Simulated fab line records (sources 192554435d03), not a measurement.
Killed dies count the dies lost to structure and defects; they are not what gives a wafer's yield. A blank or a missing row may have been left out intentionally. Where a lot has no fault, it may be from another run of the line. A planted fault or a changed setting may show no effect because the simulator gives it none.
Matching of chambers -- flow n5-finfet -- N5_SDB_CUT_ETCH_26 on rie-si-05: 4 sister chambers
The step etches Si in HBr/Cl2/O2, target depth 129.6 nm, bt time 20 s, time 51.8 s. 18 wafers are shown with their chamber, then 9 later ones without.

EACH WAFER AND ITS CHAMBER
wafer,chamber,drypump-motor-current-A (A),throttle-valve-pct (%),oes-product-au (a.u.)
L075.4,0,5.7,36.87,1.002
L075.5,0,5.7,36.85,1.004
L075.6,1,6.4,37.27,0.993
L076.2,0,5.7,36.87,0.997
L076.3,3,5.6,36.86,0.991
L076.4,1,6.4,37.27,0.997
L077.1,3,5.6,36.84,0.983
L077.2,0,5.7,36.86,1.000
L077.4,2,5.3,36.91,1.017
L079.1,3,5.6,36.87,0.995
L079.3,0,5.7,36.85,1.003
L079.6,1,6.5,37.28,0.995
L087.1,0,5.7,36.85,1.004
L087.5,1,6.4,37.27,0.986
L087.6,0,5.7,36.85,1.002
L089.1,3,5.6,36.84,0.989
L089.4,2,5.3,36.90,1.023
L089.5,1,6.4,37.27,0.990

SIGNATURES, as means of the wafers listed above
reading,chamber 0,chamber 1,chamber 2,chamber 3,scatter within a chamber
drypump-motor-current-A,5.700,6.420,5.300,5.600,0.0239
throttle-valve-pct,36.8571,37.2720,36.9050,36.8525,0.00981
oes-product-au,1.00171,0.99220,1.02000,0.98950,0.00383
Rule: a wafer's distance from a chamber is the root of the sum, over the readings, of the square of ((its reading less the chamber's mean) divided by the reading's scatter). If the next closest chamber is less than 2 further off than the closest, the wafer can't be placed; otherwise it belongs to the closest. How the scatter is found: for the shown wafers, subtract from each reading the mean of its chamber, square and add these, divide the total by (wafers less chambers), then take the root.

WAFERS WITH NO CHAMBER GIVEN
wafer,drypump-motor-current-A (A),throttle-valve-pct (%),oes-product-au (a.u.)
L093.3,5.2,36.90,1.023
L093.4,5.6,36.85,0.986
L093.6,5.6,36.86,0.992
L094.1,5.6,36.85,0.986
L094.5,5.7,36.87,1.000
L094.6,5.6,36.86,0.993
L097.3,5.2,36.92,1.024
L097.5,6.5,37.27,0.999
L097.6,5.7,36.85,1.007

WHICH CHAMBER EACH WENT THROUGH
wafer,from the rows above,in truth
L093.3,2,2
L093.4,3,3
L093.6,3,3
L094.1,3,3
L094.5,0,0
L094.6,3,3
L097.3,2,2
L097.5,1,1
L097.6,0,0
Placed correctly: 9 of 9. Not placeable from these rows: 0. Number placed wrongly: 0.
